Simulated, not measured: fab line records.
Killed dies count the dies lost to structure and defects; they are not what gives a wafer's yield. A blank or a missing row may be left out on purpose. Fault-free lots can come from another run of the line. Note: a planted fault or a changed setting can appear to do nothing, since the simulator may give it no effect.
Chamber matching | flow n5Finfet | rieDiel-01 running N5_BEOL_M2_ETCH_69: 4 sister chambers
The step etches SiARC in CF4, target depth 15.6 nm, time 26 s. 4 wafers are shown with their chamber, then 9 later ones without.

== WAFERS WITH THEIR CHAMBER ==
wafer  | chamber | showerheadPlenumPTorr (Torr)
L089.3 | 3       | 2.16
L092.1 | 0       | 2.03
L092.2 | 1       | 2.18
L092.4 | 2       | 2.18

== WAFERS WITH NO CHAMBER GIVEN ==
wafer  | showerheadPlenumPTorr (Torr)
L091.1 | 2.15
L091.4 | 2.18
L091.5 | 2.03
L094.4 | 2.18
L094.5 | 2.03
L094.6 | 2.18
L097.3 | 2.17
L097.4 | 2.15
L097.6 | 2.02

== THE CHAMBER EACH PASSED THROUGH ==
wafer  | from the rows above          | in truth
L091.1 | 3                            | 3
L091.4 | can't be placed: 1 or 2      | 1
L091.5 | 0                            | 0
L094.4 | can't be placed: 1 or 2      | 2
L094.5 | 0                            | 0
L094.6 | can't be placed: 1 or 2      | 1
L097.3 | can't be placed: 3 or 1 or 2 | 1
L097.4 | 3                            | 3
L097.6 | 0                            | 0
Placed correctly: 5 of 9. These rows do not allow placing 4 (true chamber among the candidates in 4). Placed wrongly: 0.
How it was worked out, from the rows above alone: a wafer's distance from a chamber is the root of the sum, over the readings, of the square of ((its reading less the chamber's mean) divided by the reading's scatter). If the next closest chamber is less than 2 further off than the closest, the wafer can't be placed; otherwise it belongs to the closest. The mean given for a chamber averages the wafers shown for that chamber. The scatter (one wafer shown for each chamber): square how far every hidden wafer sits from the nearest shown wafer, average those squares and take the square root.
